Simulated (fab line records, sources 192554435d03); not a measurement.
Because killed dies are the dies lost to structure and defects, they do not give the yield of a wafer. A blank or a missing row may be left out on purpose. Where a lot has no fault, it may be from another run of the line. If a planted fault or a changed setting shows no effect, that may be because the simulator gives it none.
One fault through the eyes of 2 desks || flow n5 finfet || each desk has only its own numbers; what lay behind them comes last

## METROLOGY DESK
What the gauges read for every lot (on any tool): the sampled wafers with a number, averaged. Any lot whose mean is over 4 standard deviations away from the usual mean is out of limits and marked OUT; that distance is given in the brackets. It has 10 readings; the 7 that lie furthest out on some lot are the ones shown.
Columns: A = DIBL_P at N5_BEOL_M4_RC_MEAS_101, usual 36.0 mV/V; B = IOFF_N at N5_BEOL_M4_RC_MEAS_101, usual 0.16 nA/um; C = IOFF_P at N5_BEOL_M4_RC_MEAS_101, usual 0.21 nA/um; D = ION_P at N5_BEOL_M4_RC_MEAS_101, usual 464 uA/um; E = SS_P at N5_BEOL_M4_RC_MEAS_101, usual 73.3 mV/dec; F = VT_N at N5_BEOL_M4_RC_MEAS_101, usual 250 mV; G = VT_P at N5_BEOL_M4_RC_MEAS_101, usual -250 mV
{"lot": "L800", "first seen here": "day 7 18:35", "A": 35.5, "B": 0.15, "C": 0.22, "D": 470, "E": 73.5, "F": 251, "G": -248}
{"lot": "L804", "first seen here": "day 8 18:12", "A": 36.9, "B": 0.15, "C": 0.21, "D": 463, "E": 73.9, "F": 252, "G": -251}
{"lot": "L816", "first seen here": "day 13 07:27", "A": 37.0, "B": 0.17, "C": 0.22, "D": 471, "E": 74.2, "F": 247, "G": -247}
{"lot": "L815", "first seen here": "day 13 14:22", "A": 34.4, "B": 0.13, "C": 0.16, "D": 462, "E": 72.7, "F": 253, "G": -255}
{"lot": "L819", "first seen here": "day 14 08:52", "A": 37.0, "B": 0.17, "C": 0.22, "D": 459, "E": 73.7, "F": 250, "G": -250}
{"lot": "L812", "first seen here": "day 14 14:39", "A": 35.5, "B": 0.16, "C": 0.23, "D": 467, "E": 72.8, "F": 248, "G": -248}
This desk found nothing out of limits on any of the 6 lots.

## THE TOOL OWNER'S DESK: cvd co-01
The tool's own readings at N5_BEOL_M0_CO_CAP_123 (material Co, precursor CCTBA/H2, target thk 2 nm, time 102.1 s): means of the sampled wafers that have a number, for each lot that ran on this tool. Any lot whose mean is over 4 standard deviations away from the usual mean is out of limits and marked OUT; that distance is given in the brackets.
Columns: A = chamber pressure Torr at N5_BEOL_M0_CO_CAP_123, usual 30.01 Torr; B = heater power w at N5_BEOL_M0_CO_CAP_123, usual 223 W; C = run length s at N5_BEOL_M0_CO_CAP_123, usual 124.9 s
{"lot": "L804", "first seen here": "day 7 04:36", "A": 30.06, "B": 214, "C": 124.8}
{"lot": "L815", "first seen here": "day 11 10:23", "A": 30.05, "B": 212, "C": "103.5 (-59) OUT"}
{"lot": "L812", "first seen here": "day 11 13:09", "A": 30.09, "B": 211, "C": "82.6 (-99 or more) OUT"}
Finding of this desk: L812, L815 out of limits; the first was L815 at day 11 10:23, on run length s at N5_BEOL_M0_CO_CAP_123. L804 stayed within limits.

## PUT TOGETHER
At day 11 10:23, on L812, L815, the tool owner's desk was in a position to raise an alarm.
Nothing out of limits was seen by the metrology desk.
The metrology desk has L812, L815 on record, within its limits.
All the named lots went through N5_BEOL_M0_CO_CAP_123 on cvd co-01.

## WHAT THE SIMULATOR HAD PUT IN
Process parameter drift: cvd co-01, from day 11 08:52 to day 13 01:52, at N5_BEOL_M0_CO_CAP_123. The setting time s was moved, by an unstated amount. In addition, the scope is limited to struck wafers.
Lots struck among those shown: L812, L815.
Hours from the fault's start to each desk's first reading out of limits: the tool owner's desk, 2.
